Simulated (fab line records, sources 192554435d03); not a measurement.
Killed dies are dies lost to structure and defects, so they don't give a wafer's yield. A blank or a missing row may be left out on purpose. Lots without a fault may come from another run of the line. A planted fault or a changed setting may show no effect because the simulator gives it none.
Chamber matching | flow n5_finfet | N5_BEOL_M2_ALD_98 on ald_sin-04: 4 sister chambers
The step deposits SiO2, target thk 2.5 nm, pulse time 1 s, co reactant pulse time 1 s. 8 wafers are shown with their chamber, then 8 later ones without.

WAFERS WITH THEIR CHAMBER
wafer  | chamber | heater_power_w (W) | precursor_pulse_height_rel
L079.3 | 1       | 76                 | 1.024
L080.3 | 1       | 73                 | 0.989
L084.2 | 3       | 85                 | 0.991
L084.4 | 3       | 85                 | 0.997
L086.1 | 2       | 70                 | 1.001
L086.4 | 2       | 69                 | 0.989
L086.6 | 0       | 82                 | 0.968
L089.4 | 0       | 80                 | 1.003

WAFERS WITHOUT THEIR CHAMBER
wafer  | heater_power_w (W) | precursor_pulse_height_rel
L089.5 | 69                 | 1.042
L089.6 | 84                 | 0.957
L091.1 | 69                 | 0.999
L091.3 | 83                 | 1.027
L091.5 | 84                 | 1.027
L093.1 | 81                 | 1.008
L093.4 | 81                 | 0.977
L093.5 | 71                 | 1.026

WHICH CHAMBER EACH WENT THROUGH
wafer  | from the rows above     | in truth
L089.5 | can't be placed: 2 or 1 | 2
L089.6 | can't be placed: 3 or 0 | 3
L091.1 | 2                       | 2
L091.3 | can't be placed: 3 or 0 | 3
L091.5 | can't be placed: 3 or 0 | 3
L093.1 | can't be placed: 0 or 3 | 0
L093.4 | 0                       | 0
L093.5 | can't be placed: 2 or 1 | 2
Placed correctly: 2 of 8. Can't be placed from these rows: 6 (the true chamber is among the candidates in 6). Placed wrongly: 0.
How it was worked out, from the rows above alone: a wafer's distance from a chamber is the root of the sum, over the readings, of the square of ((its reading less the chamber's mean) divided by the reading's scatter). The wafer belongs to the nearest chamber; if the next one is less than 2 further off, it can't be placed. A chamber's mean is the mean of its shown wafers. The scatter: the root of (the sum of the squares of (reading less its chamber's mean) over the shown wafers, divided by (wafers less chambers)).
